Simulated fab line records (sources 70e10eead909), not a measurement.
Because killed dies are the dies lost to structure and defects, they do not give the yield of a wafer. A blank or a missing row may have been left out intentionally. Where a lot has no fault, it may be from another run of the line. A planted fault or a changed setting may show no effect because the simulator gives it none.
Which tool was responsible? ; flow nand-harc ; Sampling: 24 lots, 72 wafers, 2 of 1302 route steps

WHAT THE GAUGES READ, wafer by wafer
NHARC_A_M0_INSPECT_27.
lot;measured;on;raw-defect-count
L074;day 23 05:29;defect-inspect-02;421 612 455
L075;day 23 06:14;defect-inspect-01;594 634 441
L076;day 23 19:31;defect-inspect-01;773 546 490
L077;day 23 21:41;defect-inspect-01;492 447 480
L078;day 24 00:47;defect-inspect-02;470 374 434
L079;day 24 07:32;defect-inspect-01;817 536 477
L081;day 25 14:10;defect-inspect-01;498 671 689
L080;day 25 20:22;defect-inspect-01;492 525 536
L083;day 26 13:15;defect-inspect-02;350 472 374
L082;day 26 21:26;defect-inspect-02;634 453 517
L085;day 27 19:19;defect-inspect-01;327 420 352
L086;day 27 22:09;defect-inspect-01;433 655 481
L084;day 28 00:08;defect-inspect-02;487 370 377
L087;day 28 07:55;defect-inspect-02;764 510 580
L088;day 28 20:30;defect-inspect-02;408 579 626
L089;day 28 21:33;defect-inspect-01;384 360 411
L091;day 29 23:59;defect-inspect-01;680 756 629
L092;day 30 07:26;defect-inspect-01;545 426 624
L090;day 30 09:25;defect-inspect-02;567 438 484
L093;day 30 13:50;defect-inspect-02;412 746 387
L095;day 31 07:52;defect-inspect-02;586 529 470
L094;day 31 09:03;defect-inspect-02;479 533 306
L096;day 32 05:40;defect-inspect-01;538 971 676
L097;day 32 13:53;defect-inspect-01;424 490 462

NHARC_A_M1_OVL_MEAS_10: pitch 240 nm.
lot;measured;on;overlay-x-nm (nm);overlay-y-nm (nm)
L074;day 23 06:57;overlay-02;0.8 1.4 0.4;-0.9 -1.5 -1.5
L075;day 23 07:51;overlay-01;-0.4 0.2 0.4;-0.2 0.1 -0.1
L076;day 23 21:32;overlay-01;0.1 -0.1 0.8;1.0 0.0 0.7
L077;day 24 00:14;overlay-01;0.4 0.3 0.4;-0.4 -0.2 0.0
L078;day 24 02:07;overlay-02;1.6 0.3 0.9;-0.5 -0.9 -0.2
L079;day 24 09:01;overlay-02;0.0 0.7 0.3;0.5 0.6 -0.1
L081;day 25 15:39;overlay-02;0.8 0.7 1.0;-0.1 -0.1 -0.2
L080;day 25 21:50;overlay-02;0.9 0.9 1.4;-0.4 0.4 0.4
L083;day 26 14:44;overlay-01;-1.0 -0.7 -1.0;0.8 0.5 1.3
L082;day 26 22:55;overlay-02;-0.5 0.5 -0.1;-0.5 -0.5 0.0
L085;day 27 20:47;overlay-01;-0.3 -0.6 -0.4;1.0 0.9 1.0
L086;day 27 23:29;overlay-02;-0.3 -0.2 -0.4;-1.3 -1.4 -2.3
L084;day 28 01:29;overlay-02;-2.6 -2.4 -2.3;0.6 0.9 0.8
L087;day 28 09:18;overlay-01;-1.3 -1.9 -1.5;0.9 0.6 1.5
L088;day 28 22:00;overlay-02;-0.7 -0.6 -0.6;0.7 1.0 0.5
L089;day 28 23:16;overlay-01;-0.8 -1.1 -0.5;1.3 1.1 1.2
L091;day 30 01:21;overlay-02;0.4 0.6 -0.6;0.6 0.7 0.6
L092;day 30 08:49;overlay-02;0.2 0.2 0.4;0.0 0.0 -0.6
L090;day 30 10:53;overlay-01;0.8 0.4 0.2;-1.1 -0.9 -1.7
L093;day 30 15:10;overlay-02;0.8 0.5 0.2;0.3 0.4 0.1
L095;day 31 09:21;overlay-01;-1.5 -1.1 -1.4;-0.1 -0.6 0.3
L094;day 31 10:49;overlay-02;0.9 0.4 0.2;-0.1 -0.3 0.4
L096;day 32 07:11;overlay-02;-1.5 -0.5 -0.7;1.1 1.0 1.7
L097;day 32 15:22;overlay-02;0.1 -0.9 0.0;0.0 -0.6 -0.2

EACH LOT AND THE TOOL THAT RAN IT (in order: tool; ch and the chambers of the sampled wafers; start)
The record shows no process step preceding these readings.

AS READ BY THE TOOLS THEMSELVES (means over the sampled wafers that have a number; for cases with no such wafer, the mark the record gives instead)
The record holds no such reading with a usual standard deviation.

THE ANSWER, worked out from the rows above alone
Rule: the lots themselves supply what counts as usual. Put in order of their means at a reading, lots are off if they are a third of the lots or fewer, leave a main group of 4 or more, and stand apart from it by a gap of 3 or more times the standard deviation of the main group's means; of several such gaps the widest counts. If all means in a main group match to the digits the tables above print for the reading, that group is not used. Also off: a lot with no number at a reading for which 4 or more lots have one. Any other lot the step has rows for is counted as sound. Order of review: gauges by route order, followed by the tools' own readings, for which a lot's mean as printed above is used. The first step at which some lot is off is used, and at that step the reading that is off furthest; a lot without a number counts as furthest.
No lot is off on any of the readings shown, so nothing can be concluded from this.

WHAT THE SIMULATOR HAD PUT IN
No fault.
